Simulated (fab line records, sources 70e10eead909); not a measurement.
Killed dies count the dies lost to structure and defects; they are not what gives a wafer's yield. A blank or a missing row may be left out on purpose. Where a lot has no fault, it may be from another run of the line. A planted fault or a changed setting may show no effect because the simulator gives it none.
The tool behind it: which one? || flow nand harc || 72 wafers from 24 lots sampled at 5 of the route's 1302 steps

WHAT THE GAUGES READ, wafer by wafer
NHARC_A_M0_OVL_MEAS_10: pitch 160 nm.
{"lot": "L074", "measured": "day 22 22:53", "on": "overlay-02", "overlay x nm (nm)": "0.6 0.6 1.1", "overlay y nm (nm)": "0.5 0.7 0.7"}
{"lot": "L075", "measured": "day 23 01:56", "on": "overlay-02", "overlay x nm (nm)": "1.0 0.6 1.4", "overlay y nm (nm)": "-0.7 -0.1 -0.6"}
{"lot": "L077", "measured": "day 23 18:29", "on": "overlay-02", "overlay x nm (nm)": "0.4 0.5 0.9", "overlay y nm (nm)": "-1.1 -1.1 -1.1"}
{"lot": "L078", "measured": "day 23 19:50", "on": "overlay-02", "overlay x nm (nm)": "-0.9 -1.3 -0.2", "overlay y nm (nm)": "-1.0 -0.6 -0.5"}
{"lot": "L076", "measured": "day 23 23:06", "on": "overlay-02", "overlay x nm (nm)": "0.0 0.5 0.4", "overlay y nm (nm)": "1.9 1.8 1.7"}
{"lot": "L080", "measured": "day 24 09:23", "on": "overlay-01", "overlay x nm (nm)": "1.0 0.8 0.4", "overlay y nm (nm)": "-0.3 -0.4 0.6"}
{"lot": "L079", "measured": "day 24 10:38", "on": "overlay-02", "overlay x nm (nm)": "-0.1 0.0 0.0", "overlay y nm (nm)": "0.1 -0.3 -0.6"}
{"lot": "L082", "measured": "day 25 12:49", "on": "overlay-02", "overlay x nm (nm)": "0.1 -0.3 -0.6", "overlay y nm (nm)": "-0.5 -0.7 -1.2"}
{"lot": "L081", "measured": "day 25 19:19", "on": "overlay-01", "overlay x nm (nm)": "-0.2 0.2 0.7", "overlay y nm (nm)": "0.4 0.2 0.0"}
{"lot": "L084", "measured": "day 26 21:28", "on": "overlay-01", "overlay x nm (nm)": "-1.1 -0.2 -0.4", "overlay y nm (nm)": "-0.6 -0.7 -0.5"}
{"lot": "L083", "measured": "day 26 22:38", "on": "overlay-01", "overlay x nm (nm)": "0.4 0.3 0.8", "overlay y nm (nm)": "0.2 0.7 1.0"}
{"lot": "L085", "measured": "day 27 17:55", "on": "overlay-01", "overlay x nm (nm)": "1.7 2.3 2.4", "overlay y nm (nm)": "-0.2 0.3 0.3"}
{"lot": "L086", "measured": "day 27 18:58", "on": "overlay-02", "overlay x nm (nm)": "-0.4 0.1 0.2", "overlay y nm (nm)": "-0.6 -0.8 -1.2"}
{"lot": "L088", "measured": "day 28 21:08", "on": "overlay-02", "overlay x nm (nm)": "0.1 0.4 0.6", "overlay y nm (nm)": "0.5 -0.1 0.7"}
{"lot": "L087", "measured": "day 29 01:57", "on": "overlay-02", "overlay x nm (nm)": "-0.2 -0.2 -0.7", "overlay y nm (nm)": "-0.3 -0.6 -0.4"}
{"lot": "L089", "measured": "day 29 09:29", "on": "overlay-01", "overlay x nm (nm)": "0.0 0.4 -0.2", "overlay y nm (nm)": "-1.0 -0.6 -0.7"}
{"lot": "L090", "measured": "day 29 17:24", "on": "overlay-02", "overlay x nm (nm)": "0.4 -0.2 0.4", "overlay y nm (nm)": "0.5 0.4 0.4"}
{"lot": "L091", "measured": "day 30 04:52", "on": "overlay-01", "overlay x nm (nm)": "-0.4 -0.7 -0.4", "overlay y nm (nm)": "0.1 0.2 -0.1"}
{"lot": "L093", "measured": "day 30 05:46", "on": "overlay-02", "overlay x nm (nm)": "0.3 -0.1 0.2", "overlay y nm (nm)": "0.0 0.0 0.2"}
{"lot": "L092", "measured": "day 30 10:45", "on": "overlay-02", "overlay x nm (nm)": "0.0 0.1 0.5", "overlay y nm (nm)": "-0.7 -1.3 -0.5"}
{"lot": "L094", "measured": "day 31 12:04", "on": "overlay-01", "overlay x nm (nm)": "-1.5 -1.5 -2.1", "overlay y nm (nm)": "0.6 1.0 0.9"}
{"lot": "L095", "measured": "day 31 21:07", "on": "overlay-02", "overlay x nm (nm)": "-0.6 -0.2 -0.1", "overlay y nm (nm)": "0.8 0.5 0.8"}
{"lot": "L097", "measured": "day 32 09:41", "on": "overlay-02", "overlay x nm (nm)": "-0.7 -1.2 -0.7", "overlay y nm (nm)": "0.9 0.6 1.1"}
{"lot": "L096", "measured": "day 33 04:26", "on": "overlay-01", "overlay x nm (nm)": "0.7 -0.3 -0.4", "overlay y nm (nm)": "-0.3 -0.4 -0.8"}

NHARC_A_M0_THK_MEAS_24: measures by xrf.
{"lot": "L074", "measured": "day 23 01:18", "on": "film metro-01", "thk nm (nm)": "114.4 112.6 112.6"}
{"lot": "L075", "measured": "day 23 04:23", "on": "film metro-01", "thk nm (nm)": "115.6 115.9 112.1"}
{"lot": "L077", "measured": "day 23 20:55", "on": "film metro-01", "thk nm (nm)": "115.0 114.2 113.0"}
{"lot": "L078", "measured": "day 23 22:16", "on": "film metro-02", "thk nm (nm)": "110.5 111.3 117.7"}
{"lot": "L076", "measured": "day 24 01:31", "on": "film metro-02", "thk nm (nm)": "117.1 113.6 114.6"}
{"lot": "L080", "measured": "day 24 11:50", "on": "film metro-02", "thk nm (nm)": "115.7 114.2 113.8"}
{"lot": "L079", "measured": "day 24 13:04", "on": "film metro-02", "thk nm (nm)": "113.1 111.3 113.5"}
{"lot": "L082", "measured": "day 25 15:14", "on": "film metro-01", "thk nm (nm)": "116.5 113.8 114.4"}
{"lot": "L081", "measured": "day 25 21:44", "on": "film metro-02", "thk nm (nm)": "115.0 116.1 113.8"}
{"lot": "L084", "measured": "day 26 23:57", "on": "film metro-02", "thk nm (nm)": "111.5 114.4 111.9"}
{"lot": "L083", "measured": "day 27 01:08", "on": "film metro-01", "thk nm (nm)": "115.3 113.2 113.7"}
{"lot": "L085", "measured": "day 27 20:21", "on": "film metro-02", "thk nm (nm)": "112.1 112.6 115.4"}
{"lot": "L086", "measured": "day 27 21:29", "on": "film metro-02", "thk nm (nm)": "113.0 111.3 114.5"}
{"lot": "L088", "measured": "day 28 23:33", "on": "film metro-02", "thk nm (nm)": "116.0 113.1 114.1"}
{"lot": "L087", "measured": "day 29 04:22", "on": "film metro-02", "thk nm (nm)": "114.3 113.9 113.9"}
{"lot": "L089", "measured": "day 29 11:55", "on": "film metro-02", "thk nm (nm)": "113.4 113.2 115.0"}
{"lot": "L090", "measured": "day 29 19:50", "on": "film metro-02", "thk nm (nm)": "114.4 112.9 112.9"}
{"lot": "L091", "measured": "day 30 07:17", "on": "film metro-01", "thk nm (nm)": "114.5 115.1 113.1"}
{"lot": "L093", "measured": "day 30 08:11", "on": "film metro-01", "thk nm (nm)": "116.2 114.1 115.5"}
{"lot": "L092", "measured": "day 30 13:10", "on": "film metro-02", "thk nm (nm)": "114.6 114.1 112.3"}
{"lot": "L094", "measured": "day 31 14:29", "on": "film metro-02", "thk nm (nm)": "113.2 110.7 112.1"}
{"lot": "L095", "measured": "day 31 23:34", "on": "film metro-02", "thk nm (nm)": "111.8 113.1 113.2"}
{"lot": "L097", "measured": "day 32 12:07", "on": "film metro-02", "thk nm (nm)": "114.0 116.1 114.3"}
{"lot": "L096", "measured": "day 33 06:50", "on": "film metro-01", "thk nm (nm)": "114.5 112.3 114.8"}

WHICH TOOL RAN EACH LOT (tool, then ch and the chambers of the sampled wafers, then the start)
{"lot": "L074", "NHARC_A_CONTACT_ETCH_135": "har cap etch-03 ch 0,1, day 22 13:49", "NHARC_A_BLC_ETCH_18": "rie diel-04 ch 0,3, day 22 22:53 or earlier", "NHARC_A_M0_STRIP_18": "rie diel-08 ch 0,3, day 22 23:23"}
{"lot": "L075", "NHARC_A_CONTACT_ETCH_135": "har cap etch-03 ch 0,1, day 22 15:58", "NHARC_A_BLC_ETCH_18": "rie diel-04 ch 0,2, day 23 01:56 or earlier", "NHARC_A_M0_STRIP_18": "rie diel-08 ch 0,1,3, day 23 02:27"}
{"lot": "L077", "NHARC_A_CONTACT_ETCH_135": "har cap etch-01 ch 0, day 23 09:26", "NHARC_A_BLC_ETCH_18": "rie diel-07 ch 1,3, day 23 18:29 or earlier", "NHARC_A_M0_STRIP_18": "rie diel-01 ch 1,3, day 23 18:59"}
{"lot": "L078", "NHARC_A_CONTACT_ETCH_135": "har cap etch-02 ch 0,1, day 23 11:05", "NHARC_A_BLC_ETCH_18": "rie diel-04 ch 1,2, day 23 19:50 or earlier", "NHARC_A_M0_STRIP_18": "rie diel-05 ch 0,2,3, day 23 20:22"}
{"lot": "L076", "NHARC_A_CONTACT_ETCH_135": "har cap etch-03 ch 0,1, day 23 14:10", "NHARC_A_BLC_ETCH_18": "rie diel-07 ch 1,2,3, day 23 23:06 or earlier", "NHARC_A_M0_STRIP_18": "rie diel-01 ch 0,2, day 23 23:35"}
{"lot": "L080", "NHARC_A_CONTACT_ETCH_135": "har cap etch-03 ch 0,1, day 23 23:55", "NHARC_A_BLC_ETCH_18": "rie diel-04 ch 1,2,3, day 24 09:23 or earlier", "NHARC_A_M0_STRIP_18": "rie diel-05 ch 1,2, day 24 09:54"}
{"lot": "L079", "NHARC_A_CONTACT_ETCH_135": "har cap etch-01 ch 0,1, day 24 01:51", "NHARC_A_BLC_ETCH_18": "rie diel-06 ch 0,1, day 24 10:38 or earlier", "NHARC_A_M0_STRIP_18": "rie diel-05 ch 0,1,2, day 24 11:10"}
{"lot": "L082", "NHARC_A_CONTACT_ETCH_135": "har cap etch-03 ch 0,1, day 25 04:02", "NHARC_A_BLC_ETCH_18": "rie diel-07 ch 0,3, day 25 12:49 or earlier", "NHARC_A_M0_STRIP_18": "rie diel-08 ch 0,1, day 25 13:19"}
{"lot": "L081", "NHARC_A_CONTACT_ETCH_135": "har cap etch-01 ch 0,1, day 25 10:26", "NHARC_A_BLC_ETCH_18": "rie diel-04 ch 0,2,3, day 25 19:19 or earlier", "NHARC_A_M0_STRIP_18": "rie diel-01 ch 1,2,3, day 25 19:49"}
{"lot": "L084", "NHARC_A_CONTACT_ETCH_135": "har cap etch-02 ch 0,1, day 26 12:08", "NHARC_A_BLC_ETCH_18": "rie diel-04 ch 0,1,3, day 26 21:28 or earlier", "NHARC_A_M0_STRIP_18": "rie diel-05 ch 0,1,3, day 26 21:59"}
{"lot": "L083", "NHARC_A_CONTACT_ETCH_135": "har cap etch-02 ch 0,1, day 26 13:42", "NHARC_A_BLC_ETCH_18": "rie diel-04 ch 1,2, day 26 22:38 or earlier", "NHARC_A_M0_STRIP_18": "rie diel-05 ch 2,3, day 26 23:08"}
{"lot": "L085", "NHARC_A_CONTACT_ETCH_135": "har cap etch-02 ch 1, day 27 09:08", "NHARC_A_BLC_ETCH_18": "rie diel-07 ch 1,2,3, day 27 17:55 or earlier", "NHARC_A_M0_STRIP_18": "rie diel-05 ch 0,1,2, day 27 18:25"}
{"lot": "L086", "NHARC_A_CONTACT_ETCH_135": "har cap etch-03 ch 0,1, day 27 09:13", "NHARC_A_BLC_ETCH_18": "rie diel-06 ch 0,1,3, day 27 18:58 or earlier", "NHARC_A_M0_STRIP_18": "rie diel-08 ch 0,2,3, day 27 19:29"}
{"lot": "L088", "NHARC_A_CONTACT_ETCH_135": "har cap etch-01 ch 0,1, day 28 12:01", "NHARC_A_BLC_ETCH_18": "rie diel-04 ch 0,3, day 28 21:08 or earlier", "NHARC_A_M0_STRIP_18": "rie diel-08 ch 0,2,3, day 28 21:37"}
{"lot": "L087", "NHARC_A_CONTACT_ETCH_135": "har cap etch-03 ch 0,1, day 28 16:30", "NHARC_A_BLC_ETCH_18": "rie diel-04 ch 0,1,3, day 29 01:57 or earlier", "NHARC_A_M0_STRIP_18": "rie diel-01 ch 1,2,3, day 29 02:25"}
{"lot": "L089", "NHARC_A_CONTACT_ETCH_135": "har cap etch-01 ch 0,1, day 29 00:49", "NHARC_A_BLC_ETCH_18": "rie diel-07 ch 0,1,3, day 29 09:29 or earlier", "NHARC_A_M0_STRIP_18": "rie diel-01 ch 0,1,2, day 29 10:01"}
{"lot": "L090", "NHARC_A_CONTACT_ETCH_135": "har cap etch-03 ch 0,1, day 29 08:02", "NHARC_A_BLC_ETCH_18": "rie diel-04 ch 0,1,3, day 29 17:24 or earlier", "NHARC_A_M0_STRIP_18": "rie diel-08 ch 0,1,2, day 29 17:55"}
{"lot": "L091", "NHARC_A_CONTACT_ETCH_135": "har cap etch-01 ch 0,1, day 29 19:26", "NHARC_A_BLC_ETCH_18": "rie diel-04 ch 0,1, day 30 01:22", "NHARC_A_M0_STRIP_18": "rie diel-05 ch 1,2, day 30 05:20"}
{"lot": "L093", "NHARC_A_CONTACT_ETCH_135": "har cap etch-02 ch 0,1, day 29 20:46", "NHARC_A_BLC_ETCH_18": "rie diel-07 ch 1,2, day 30 05:46 or earlier", "NHARC_A_M0_STRIP_18": "rie diel-05 ch 0,3, day 30 06:16"}
{"lot": "L092", "NHARC_A_CONTACT_ETCH_135": "har cap etch-03 ch 0,1, day 30 00:36", "NHARC_A_BLC_ETCH_18": "rie diel-07 ch 0,3, day 30 10:45 or earlier", "NHARC_A_M0_STRIP_18": "rie diel-05 ch 1,2,3, day 30 11:14"}
{"lot": "L094", "NHARC_A_CONTACT_ETCH_135": "har cap etch-01 ch 0,1, day 31 03:07", "NHARC_A_BLC_ETCH_18": "rie diel-04 ch 0,1,3, day 31 12:04 or earlier", "NHARC_A_M0_STRIP_18": "rie diel-08 ch 0,1, day 31 12:33"}
{"lot": "L095", "NHARC_A_CONTACT_ETCH_135": "har cap etch-01 ch 0,1, day 31 12:22", "NHARC_A_BLC_ETCH_18": "rie diel-06 ch 0,2, day 31 21:07 or earlier", "NHARC_A_M0_STRIP_18": "rie diel-08 ch 0,1, day 31 21:38"}
{"lot": "L097", "NHARC_A_CONTACT_ETCH_135": "har cap etch-01 ch 0,1, day 32 00:49", "NHARC_A_BLC_ETCH_18": "rie diel-07 ch 1,2,3, day 32 09:41 or earlier", "NHARC_A_M0_STRIP_18": "rie diel-01 ch 1,2,3, day 32 10:10"}
{"lot": "L096", "NHARC_A_CONTACT_ETCH_135": "har cap etch-01 ch 0,1, day 32 19:35", "NHARC_A_BLC_ETCH_18": "rie diel-07 ch 0,2, day 33 04:26 or earlier", "NHARC_A_M0_STRIP_18": "rie diel-05 ch 1,2,3, day 33 04:55"}
- NHARC_A_CONTACT_ETCH_135: etches the open film in C4F8/O2/Ar, time 311 s, target depth 1912 nm.
- NHARC_A_BLC_ETCH_18: etches the open film in C4F8/O2/Ar, target depth 910 nm.
- NHARC_A_M0_STRIP_18: strips in N2/H2.

WHAT THE TOOLS THEMSELVES READ (means of the sampled wafers that have a number; where no wafer has one, the mark that the record gives instead)
NHARC_A_CONTACT_ETCH_135.
{"lot": "L074", "tool": "har cap etch-03", "chamber pressure mTorr (mTorr)": 20.005}
{"lot": "L075", "tool": "har cap etch-03", "chamber pressure mTorr (mTorr)": 19.997}
{"lot": "L077", "tool": "har cap etch-01", "chamber pressure mTorr (mTorr)": 19.987}
{"lot": "L078", "tool": "har cap etch-02", "chamber pressure mTorr (mTorr)": 20.009}
{"lot": "L076", "tool": "har cap etch-03", "chamber pressure mTorr (mTorr)": 19.985}
{"lot": "L080", "tool": "har cap etch-03", "chamber pressure mTorr (mTorr)": 19.992}
{"lot": "L079", "tool": "har cap etch-01", "chamber pressure mTorr (mTorr)": 20.005}
{"lot": "L082", "tool": "har cap etch-03", "chamber pressure mTorr (mTorr)": 20.015}
{"lot": "L081", "tool": "har cap etch-01", "chamber pressure mTorr (mTorr)": 20.004}
{"lot": "L084", "tool": "har cap etch-02", "chamber pressure mTorr (mTorr)": 19.999}
{"lot": "L083", "tool": "har cap etch-02", "chamber pressure mTorr (mTorr)": 20.002}
{"lot": "L085", "tool": "har cap etch-02", "chamber pressure mTorr (mTorr)": 19.997}
{"lot": "L086", "tool": "har cap etch-03", "chamber pressure mTorr (mTorr)": 19.983}
{"lot": "L088", "tool": "har cap etch-01", "chamber pressure mTorr (mTorr)": 20.010}
{"lot": "L087", "tool": "har cap etch-03", "chamber pressure mTorr (mTorr)": 20.007}
{"lot": "L089", "tool": "har cap etch-01", "chamber pressure mTorr (mTorr)": 20.002}
{"lot": "L090", "tool": "har cap etch-03", "chamber pressure mTorr (mTorr)": 19.999}
{"lot": "L091", "tool": "har cap etch-01", "chamber pressure mTorr (mTorr)": 20.000}
{"lot": "L093", "tool": "har cap etch-02", "chamber pressure mTorr (mTorr)": 19.992}
{"lot": "L092", "tool": "har cap etch-03", "chamber pressure mTorr (mTorr)": 19.985}
{"lot": "L094", "tool": "har cap etch-01", "chamber pressure mTorr (mTorr)": 19.989}
{"lot": "L095", "tool": "har cap etch-01", "chamber pressure mTorr (mTorr)": 20.008}
{"lot": "L097", "tool": "har cap etch-01", "chamber pressure mTorr (mTorr)": 19.974}
{"lot": "L096", "tool": "har cap etch-01", "chamber pressure mTorr (mTorr)": 19.995}

NHARC_A_BLC_ETCH_18.
{"lot": "L074", "tool": "rie diel-04", "chamber pressure mTorr (mTorr)": 24.990, "oes product au (a.u.)": 0.951, "rf vpp V (V)": 969}
{"lot": "L075", "tool": "rie diel-04", "chamber pressure mTorr (mTorr)": 24.999, "oes product au (a.u.)": 0.955, "rf vpp V (V)": 980}
{"lot": "L077", "tool": "rie diel-07", "chamber pressure mTorr (mTorr)": 25.019, "oes product au (a.u.)": 0.975, "rf vpp V (V)": 971}
{"lot": "L078", "tool": "rie diel-04", "chamber pressure mTorr (mTorr)": 24.984, "oes product au (a.u.)": 0.971, "rf vpp V (V)": 979}
{"lot": "L076", "tool": "rie diel-07", "chamber pressure mTorr (mTorr)": 24.999, "oes product au (a.u.)": 0.969, "rf vpp V (V)": 972}
{"lot": "L080", "tool": "rie diel-04", "chamber pressure mTorr (mTorr)": 25.017, "oes product au (a.u.)": 0.967, "rf vpp V (V)": 977}
{"lot": "L079", "tool": "rie diel-06", "chamber pressure mTorr (mTorr)": 24.988, "oes product au (a.u.)": 0.978, "rf vpp V (V)": 979}
{"lot": "L082", "tool": "rie diel-07", "chamber pressure mTorr (mTorr)": 25.011, "oes product au (a.u.)": 0.957, "rf vpp V (V)": 981}
{"lot": "L081", "tool": "rie diel-04", "chamber pressure mTorr (mTorr)": 25.006, "oes product au (a.u.)": 0.928, "rf vpp V (V)": 974}
{"lot": "L084", "tool": "rie diel-04", "chamber pressure mTorr (mTorr)": 24.996, "oes product au (a.u.)": 0.918, "rf vpp V (V)": 972}
{"lot": "L083", "tool": "rie diel-04", "chamber pressure mTorr (mTorr)": 25.007, "oes product au (a.u.)": 0.964, "rf vpp V (V)": 982}
{"lot": "L085", "tool": "rie diel-07", "chamber pressure mTorr (mTorr)": 24.996, "oes product au (a.u.)": 0.930, "rf vpp V (V)": 973}
{"lot": "L086", "tool": "rie diel-06", "chamber pressure mTorr (mTorr)": 24.989, "oes product au (a.u.)": 0.931, "rf vpp V (V)": 978}
{"lot": "L088", "tool": "rie diel-04", "chamber pressure mTorr (mTorr)": 25.019, "oes product au (a.u.)": 0.945, "rf vpp V (V)": 970}
{"lot": "L087", "tool": "rie diel-04", "chamber pressure mTorr (mTorr)": 25.000, "oes product au (a.u.)": 0.926, "rf vpp V (V)": 972}
{"lot": "L089", "tool": "rie diel-07", "chamber pressure mTorr (mTorr)": 25.000, "oes product au (a.u.)": 0.980, "rf vpp V (V)": 976}
{"lot": "L090", "tool": "rie diel-04", "chamber pressure mTorr (mTorr)": 25.016, "oes product au (a.u.)": 0.961, "rf vpp V (V)": 972}
{"lot": "L091", "tool": "rie diel-04", "chamber pressure mTorr (mTorr)": 25.014, "oes product au (a.u.)": 0.922, "rf vpp V (V)": 971}
{"lot": "L093", "tool": "rie diel-07", "chamber pressure mTorr (mTorr)": 24.986, "oes product au (a.u.)": 0.964, "rf vpp V (V)": 974}
{"lot": "L092", "tool": "rie diel-07", "chamber pressure mTorr (mTorr)": 25.015, "oes product au (a.u.)": 0.988, "rf vpp V (V)": 982}
{"lot": "L094", "tool": "rie diel-04", "chamber pressure mTorr (mTorr)": 24.994, "oes product au (a.u.)": 0.962, "rf vpp V (V)": 972}
{"lot": "L095", "tool": "rie diel-06", "chamber pressure mTorr (mTorr)": 25.016, "oes product au (a.u.)": 0.977, "rf vpp V (V)": 980}
{"lot": "L097", "tool": "rie diel-07", "chamber pressure mTorr (mTorr)": 24.990, "oes product au (a.u.)": 0.925, "rf vpp V (V)": 972}
{"lot": "L096", "tool": "rie diel-07", "chamber pressure mTorr (mTorr)": 24.999, "oes product au (a.u.)": 0.974, "rf vpp V (V)": 984}

NHARC_A_M0_STRIP_18.
{"lot": "L074", "tool": "rie diel-08", "chamber pressure mTorr (mTorr)": 30.001, "drypump motor current A (A)": 5.1, "h2 flow sccm (sccm)": 150.0, "oes product au (a.u.)": 1.004, "power w (W)": 999, "rf vpp V (V)": 90.8, "showerhead plenum p Torr (Torr)": 2.00, "throttle valve pct (%)": 14.168}
{"lot": "L075", "tool": "rie diel-08", "chamber pressure mTorr (mTorr)": 29.996, "drypump motor current A (A)": 5.3, "h2 flow sccm (sccm)": 150.2, "oes product au (a.u.)": 1.003, "power w (W)": 1000, "rf vpp V (V)": 90.7, "showerhead plenum p Torr (Torr)": 2.02, "throttle valve pct (%)": 14.168}
{"lot": "L077", "tool": "rie diel-01", "chamber pressure mTorr (mTorr)": 29.990, "drypump motor current A (A)": 6.1, "h2 flow sccm (sccm)": 150.0, "oes product au (a.u.)": 0.988, "power w (W)": 998, "rf vpp V (V)": 91.2, "showerhead plenum p Torr (Torr)": 2.14, "throttle valve pct (%)": 14.170}
{"lot": "L078", "tool": "rie diel-05", "chamber pressure mTorr (mTorr)": 29.991, "drypump motor current A (A)": 5.4, "h2 flow sccm (sccm)": 150.1, "oes product au (a.u.)": 1.004, "power w (W)": 1005, "rf vpp V (V)": 90.7, "showerhead plenum p Torr (Torr)": 2.09, "throttle valve pct (%)": 14.166}
{"lot": "L076", "tool": "rie diel-01", "chamber pressure mTorr (mTorr)": 29.994, "drypump motor current A (A)": 5.7, "h2 flow sccm (sccm)": 150.1, "oes product au (a.u.)": 0.995, "power w (W)": 1000, "rf vpp V (V)": 90.8, "showerhead plenum p Torr (Torr)": 1.98, "throttle valve pct (%)": 14.176}
{"lot": "L080", "tool": "rie diel-05", "chamber pressure mTorr (mTorr)": 29.990, "drypump motor current A (A)": 5.3, "h2 flow sccm (sccm)": 150.3, "oes product au (a.u.)": 0.993, "power w (W)": 1000, "rf vpp V (V)": 90.7, "showerhead plenum p Torr (Torr)": 2.08, "throttle valve pct (%)": 14.165}
{"lot": "L079", "tool": "rie diel-05", "chamber pressure mTorr (mTorr)": 30.012, "drypump motor current A (A)": 5.3, "h2 flow sccm (sccm)": 150.1, "oes product au (a.u.)": 0.992, "power w (W)": 1001, "rf vpp V (V)": 90.3, "showerhead plenum p Torr (Torr)": 2.06, "throttle valve pct (%)": 14.171}
{"lot": "L082", "tool": "rie diel-08", "chamber pressure mTorr (mTorr)": 30.008, "drypump motor current A (A)": 5.4, "h2 flow sccm (sccm)": 150.1, "oes product au (a.u.)": 0.989, "power w (W)": 996, "rf vpp V (V)": 90.6, "showerhead plenum p Torr (Torr)": 1.98, "throttle valve pct (%)": 14.181}
{"lot": "L081", "tool": "rie diel-01", "chamber pressure mTorr (mTorr)": 29.986, "drypump motor current A (A)": 5.9, "h2 flow sccm (sccm)": 149.9, "oes product au (a.u.)": 1.001, "power w (W)": 1002, "rf vpp V (V)": 90.6, "showerhead plenum p Torr (Torr)": 2.07, "throttle valve pct (%)": 14.174}
{"lot": "L084", "tool": "rie diel-05", "chamber pressure mTorr (mTorr)": 29.986, "drypump motor current A (A)": 5.6, "h2 flow sccm (sccm)": 149.9, "oes product au (a.u.)": 1.014, "power w (W)": 1000, "rf vpp V (V)": 90.1, "showerhead plenum p Torr (Torr)": 2.02, "throttle valve pct (%)": 14.166}
{"lot": "L083", "tool": "rie diel-05", "chamber pressure mTorr (mTorr)": 30.005, "drypump motor current A (A)": 5.7, "h2 flow sccm (sccm)": 149.8, "oes product au (a.u.)": 1.011, "power w (W)": 1000, "rf vpp V (V)": 90.5, "showerhead plenum p Torr (Torr)": 2.07, "throttle valve pct (%)": 14.186}
{"lot": "L085", "tool": "rie diel-05", "chamber pressure mTorr (mTorr)": 30.006, "drypump motor current A (A)": 5.3, "h2 flow sccm (sccm)": 150.1, "oes product au (a.u.)": 0.994, "power w (W)": 999, "rf vpp V (V)": 90.8, "showerhead plenum p Torr (Torr)": 2.06, "throttle valve pct (%)": 14.176}
{"lot": "L086", "tool": "rie diel-08", "chamber pressure mTorr (mTorr)": 29.999, "drypump motor current A (A)": 5.5, "h2 flow sccm (sccm)": 150.4, "oes product au (a.u.)": 0.999, "power w (W)": 999, "rf vpp V (V)": 91.3, "showerhead plenum p Torr (Torr)": 2.06, "throttle valve pct (%)": 14.172}
{"lot": "L088", "tool": "rie diel-08", "chamber pressure mTorr (mTorr)": 29.999, "drypump motor current A (A)": 5.5, "h2 flow sccm (sccm)": 149.9, "oes product au (a.u.)": 1.008, "power w (W)": 1001, "rf vpp V (V)": 90.8, "showerhead plenum p Torr (Torr)": 2.06, "throttle valve pct (%)": 14.176}
{"lot": "L087", "tool": "rie diel-01", "chamber pressure mTorr (mTorr)": 29.990, "drypump motor current A (A)": 5.8, "h2 flow sccm (sccm)": 150.0, "oes product au (a.u.)": 1.006, "power w (W)": 997, "rf vpp V (V)": 90.7, "showerhead plenum p Torr (Torr)": 2.06, "throttle valve pct (%)": 14.166}
{"lot": "L089", "tool": "rie diel-01", "chamber pressure mTorr (mTorr)": 30.000, "drypump motor current A (A)": 5.9, "h2 flow sccm (sccm)": 149.6, "oes product au (a.u.)": 1.006, "power w (W)": 1002, "rf vpp V (V)": 91.5, "showerhead plenum p Torr (Torr)": 2.05, "throttle valve pct (%)": 14.166}
{"lot": "L090", "tool": "rie diel-08", "chamber pressure mTorr (mTorr)": 29.990, "drypump motor current A (A)": 5.8, "h2 flow sccm (sccm)": 149.5, "oes product au (a.u.)": 0.994, "power w (W)": 997, "rf vpp V (V)": 90.7, "showerhead plenum p Torr (Torr)": 2.04, "throttle valve pct (%)": 14.173}
{"lot": "L091", "tool": "rie diel-05", "chamber pressure mTorr (mTorr)": 29.980, "drypump motor current A (A)": 5.5, "h2 flow sccm (sccm)": 150.0, "oes product au (a.u.)": 0.992, "power w (W)": 998, "rf vpp V (V)": 91.0, "showerhead plenum p Torr (Torr)": 2.00, "throttle valve pct (%)": 14.166}
{"lot": "L093", "tool": "rie diel-05", "chamber pressure mTorr (mTorr)": 29.991, "drypump motor current A (A)": 5.7, "h2 flow sccm (sccm)": 149.6, "oes product au (a.u.)": 1.013, "power w (W)": 1002, "rf vpp V (V)": 91.0, "showerhead plenum p Torr (Torr)": 2.05, "throttle valve pct (%)": 14.168}
{"lot": "L092", "tool": "rie diel-05", "chamber pressure mTorr (mTorr)": 30.011, "drypump motor current A (A)": 5.6, "h2 flow sccm (sccm)": 149.8, "oes product au (a.u.)": 0.996, "power w (W)": 1003, "rf vpp V (V)": 90.9, "showerhead plenum p Torr (Torr)": 2.03, "throttle valve pct (%)": 14.166}
{"lot": "L094", "tool": "rie diel-08", "chamber pressure mTorr (mTorr)": 30.002, "drypump motor current A (A)": 5.4, "h2 flow sccm (sccm)": 150.0, "oes product au (a.u.)": 0.987, "power w (W)": 1001, "rf vpp V (V)": 90.1, "showerhead plenum p Torr (Torr)": 1.98, "throttle valve pct (%)": 14.168}
{"lot": "L095", "tool": "rie diel-08", "chamber pressure mTorr (mTorr)": 30.025, "drypump motor current A (A)": 5.4, "h2 flow sccm (sccm)": 150.3, "oes product au (a.u.)": 0.983, "power w (W)": 1004, "rf vpp V (V)": 90.6, "showerhead plenum p Torr (Torr)": 1.98, "throttle valve pct (%)": 14.176}
{"lot": "L097", "tool": "rie diel-01", "chamber pressure mTorr (mTorr)": 30.021, "drypump motor current A (A)": 5.9, "h2 flow sccm (sccm)": 150.1, "oes product au (a.u.)": 1.005, "power w (W)": 1000, "rf vpp V (V)": 91.0, "showerhead plenum p Torr (Torr)": 2.06, "throttle valve pct (%)": 14.170}
{"lot": "L096", "tool": "rie diel-05", "chamber pressure mTorr (mTorr)": 30.012, "drypump motor current A (A)": 5.6, "h2 flow sccm (sccm)": 150.0, "oes product au (a.u.)": 0.994, "power w (W)": 998, "rf vpp V (V)": 91.1, "showerhead plenum p Torr (Torr)": 2.03, "throttle valve pct (%)": 14.168}

THE ANSWER, worked out from the rows above alone
Rule: what is usual is taken from the lots themselves. Put in order of their means at a reading, lots are off if they are a third of the lots or fewer, leave a main group of 4 or more, and stand apart from it by a gap of 3 or more times the standard deviation of the main group's means; of several such gaps the widest counts. A main group whose means are all the same, to the digits that the tables above print for the reading, isn't used. A lot without any number at a reading at which 4 lots or more have one is off too. All remaining lots with rows at the step are treated as sound. The gauges are gone through in route order, then the tools' own readings, and for those a lot's mean is taken as printed above. The first step at which some lot is off is used, and at that step the reading that is off furthest; a lot without a number counts as furthest.
No lot is off at any reading shown: from this, nothing can be told.

WHAT WAS PUT IN BY THE SIMULATOR
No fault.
